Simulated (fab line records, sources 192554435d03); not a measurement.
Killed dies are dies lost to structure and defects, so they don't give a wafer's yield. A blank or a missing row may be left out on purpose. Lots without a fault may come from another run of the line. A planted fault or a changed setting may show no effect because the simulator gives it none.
A struck lot beside a sound one | flow n5_finfet | 17 steps out of a route of 1938
Sound: wafers L706.2, L706.3, L706.5. Struck: wafer L716.2. (L716.5 of the same lot was not struck and is left out.) The cause comes at the end.
At each step with rows: each side's tool, then ch and its chambers, then its first start. Under that, the readings that differ: sound wafers | struck wafers | difference of the means | sigmas: that difference in standard deviations of wafers without a fault.
alike: readings whose means differ by less than 2 such deviations, and words and numbers that are the same on both sides. not compared: withheld readings, readings that some wafer has no value for, bounds like >300 that may hide the same value, and numbers for which the record gives no deviation and whose values overlap.
The two part at a step that has a row with sigmas, a row that says differs or no value, or rows on one side only. Numbers that don't overlap but have no deviation are shown without sigmas and don't part them. A reading that every wafer of one side lacks parts them only if that side has two wafers or more.

N5_FIN_SAQP_INSPECT_18: inspects for defects (brightfield).
  sound on defect_inspect-01, day 2 21:52; struck on defect_inspect-01, day 5 11:25
  alike: raw_defect_count
N5_FIN_SAQP_DESCUM_21: chemistry O2, time 7.9 s.
  sound on rie_diel-01 ch 0,2,3, day 2 21:55; struck on rie_diel-03 ch 1, day 5 11:32
  alike: drypump_motor_current_A, o2_flow_sccm, oes_product_au, rf_vpp_V, showerhead_plenum_p_Torr, throttle_valve_pct
  not compared: rf_hours_counter_h
then, 6 steps without rows for these wafers: N5_FIN_SAQP_ETCH_51 (etches SiARC in CF4, target depth 45.5 nm, time 75.8 s); N5_FIN_SAQP_ETCH_52 (etches SOC in N2/H2, target depth 100 nm, overetch 20 nm, time 150 s); N5_FIN_SAQP_STRIP_53 (strips in N2/H2); N5_FIN_SAQP_HM_OPEN_73 (chemistry CHF3/O2, target SiO2, stops on a-Si, target depth 12 nm, time 16.8 s); N5_FIN_SAQP_STRIP_74 (strips in CHF3/O2); N5_FIN_SAQP_MANDREL_ETCH_22 (etches a-Si in HBr/Cl2, stops on SiNx, target depth 60 nm, bt time 10 s, time 30 s).
N5_FIN_SAQP_STRIP_55: strips in N2/H2.
  sound on rie_diel-04 ch 1,2, day 2 22:18; struck on rie_diel-03 ch 1, day 5 11:57
  alike: drypump_motor_current_A, n2_flow_sccm, oes_product_au, rf_vpp_V, showerhead_plenum_p_Torr, throttle_valve_pct
  not compared: rf_hours_counter_h
then, 2 steps without rows for these wafers: N5_FIN_SAQP_STRIP_23 (strips in SPM, time 750 s); N5_FIN_SAQP_SRD_66 (time 30 s).
N5_FIN_SAQP_RECESS_75: chemistry HF/NH3, target SiO2, target depth 14.4 nm, afs cycles 3, sublimation time 60 s.
  sound on vapor_etch-01 ch 0,1, day 2 22:37; struck on vapor_etch-02 ch 1, day 5 12:17
  alike: drypump_motor_current_A
N5_FIN_SAQP_SPACER1_ALD_24: deposits SiO2, target thk 20.3 nm, pulse time 1 s, purge time 2 s.
  sound on ald_sin-01 ch 0,1, day 2 23:00; struck on ald_sin-04 ch 3, day 5 12:40
  reading                                           | sound          | struck | difference | sigmas
  ald_cycles                                        | 218 218 218    | 148    | -70        |
  model.SiO2_of_FIN_SAQP_SPACER1_ALD_24.thk_nm (nm) | 20.2 20.2 20.2 | 13.8   | -6.4       |
  alike: heater_power_w, precursor_pulse_height_rel
N5_FIN_SAQP_SPACER1_ETCHBACK_25: etches SiO2 in CHF3/O2, target depth 24.4 nm, time 12.2 s.
  sound on rie_diel-01 ch 0,2,3, day 2 23:43; struck on rie_diel-03 ch 3, day 5 13:23
  alike: drypump_motor_current_A, oes_ar_750_au, oes_f_703_au, oes_product_au, rf_vpp_V, showerhead_plenum_p_Torr, throttle_valve_pct
  not compared: rf_hours_counter_h
N5_FIN_SAQP_MANDREL1_REMOVE_56: chemistry HBr/Cl2/O2, target a-Si, stops on SiNx, bt time 10 s.
  sound on rie_si-03 ch 0,1, day 2 23:49; struck on rie_si-03 ch 0, day 5 13:28
  reading                   | sound          | struck | difference | sigmas
  model.FIN_SAQP.cd_nm (nm) | 20.2 20.4 20.2 | 13.8   | -6.5       |
  alike: drypump_motor_current_A, mfc_cl2_sccm, oes_product_au, throttle_valve_pct
  not compared: rf_hours_counter_h
N5_FIN_SAQP_CD_MEAS_27: target cd 20 nm.
  sound on cd_sem-02 ch 0, day 2 23:55; struck on cd_sem-01 ch 0, day 5 13:35
  reading    | sound             | struck | difference | sigmas
  cd_nm (nm) | 20.36 20.58 20.10 | 13.84  | -6.51      | -28
N5_FIN_SAQP_ETCH_57: etches SiNx in CH3F/O2, target depth 32.5 nm, time 46.4 s.
  sound on rie_diel-03 ch 0,2,3, day 2 23:58; struck on rie_diel-03 ch 3, day 5 13:37
  alike: drypump_motor_current_A, etch_rf_on_time_s, oes_ar_750_au, oes_f_703_au, oes_product_au, rf_vpp_V, showerhead_plenum_p_Torr, throttle_valve_pct
  not compared: rf_hours_counter_h

WHERE THEY PART
Only at N5_FIN_SAQP_CD_MEAS_27, within this record. Later steps at which nothing parts them and some readings are alike: N5_FIN_SAQP_ETCH_57.

WHY: what the simulator had put in
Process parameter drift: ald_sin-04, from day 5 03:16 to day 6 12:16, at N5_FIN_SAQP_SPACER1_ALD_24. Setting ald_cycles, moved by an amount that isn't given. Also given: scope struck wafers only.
